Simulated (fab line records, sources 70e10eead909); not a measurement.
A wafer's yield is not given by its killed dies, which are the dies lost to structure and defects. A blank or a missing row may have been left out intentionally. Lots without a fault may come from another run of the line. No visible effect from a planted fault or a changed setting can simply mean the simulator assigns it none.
Which tool was responsible?	flow nand_harc	11 lots with 33 wafers sampled at 2 steps, on a route of 1302 steps

WHAT EACH GAUGE READ, for each wafer
NHARC_A_CHANNEL_HOLE_D1_CD_MEAS_10: target cd 100 nm.
lot	measured	on	cd_nm (nm)
L171	day 8 23:35	cd_sem-02	100.2 100.7 100.1
L172	day 9 11:35	cd_sem-02	99.6 99.5 100.1
L173	day 9 11:55	cd_sem-01	100.0 99.9 99.1
L174	day 10 05:18	cd_sem-01	99.5 99.7 100.0
L177	day 11 18:54	cd_sem-02	100.7 100.2 100.5
L178	day 12 03:38	cd_sem-02	99.9 100.1 100.3
L179	day 12 09:13	cd_sem-03	99.6 100.1 100.0
L180	day 12 17:40	cd_sem-02	98.9 99.3 99.9
L187	day 16 02:57	cd_sem-02	97.9 98.4 98.2 98.1 98.3 98.0
L188	day 16 04:52	cd_sem-03	99.8 99.4 99.5
L190	day 16 17:44	cd_sem-02	98.6 98.4 98.3

WHAT TOOL EACH LOT RAN ON (gives the tool, then ch and the chambers of the sampled wafers, and finally the start)
lot	NHARC_A_CHANNEL_HOLE_D1_DEVELOP_09
L171	litho_track-01 ch 0, day 8 23:00
L172	litho_track-01 ch 0, day 9 11:00
L173	litho_track-06 ch 0, day 9 11:00
L174	litho_track-04 ch 0, day 10 05:00
L177	litho_track-06 ch 0, day 11 18:00
L178	litho_track-04 ch 0, day 12 03:00
L179	litho_track-01 ch 0, day 12 09:00
L180	litho_track-01 ch 0, day 12 17:00
L187	litho_track-01 ch 0, day 16 02:00
L188	litho_track-06 ch 0, day 16 04:00
L190	litho_track-01 ch 0, day 16 17:00
- NHARC_A_CHANNEL_HOLE_D1_DEVELOP_09: develop time 35 s.

THE ANSWER, worked out from the rows above alone
Rule: the lots themselves supply what counts as usual. Put in order of their means at a reading, lots are off if they are a third of the lots or fewer, leave a main group of 4 or more, and stand apart from it by a gap of 3 or more times the standard deviation of the main group's means; of several such gaps the widest counts. If all means in a main group match to the digits the tables above print for the reading, that group is not used. Also off: a lot with no number at a reading for which 4 or more lots have one. The other lots that the step has rows for count as sound.
Nothing can be told from this: no lot is off at any reading shown.

WHAT THE SIMULATOR HAD PUT IN
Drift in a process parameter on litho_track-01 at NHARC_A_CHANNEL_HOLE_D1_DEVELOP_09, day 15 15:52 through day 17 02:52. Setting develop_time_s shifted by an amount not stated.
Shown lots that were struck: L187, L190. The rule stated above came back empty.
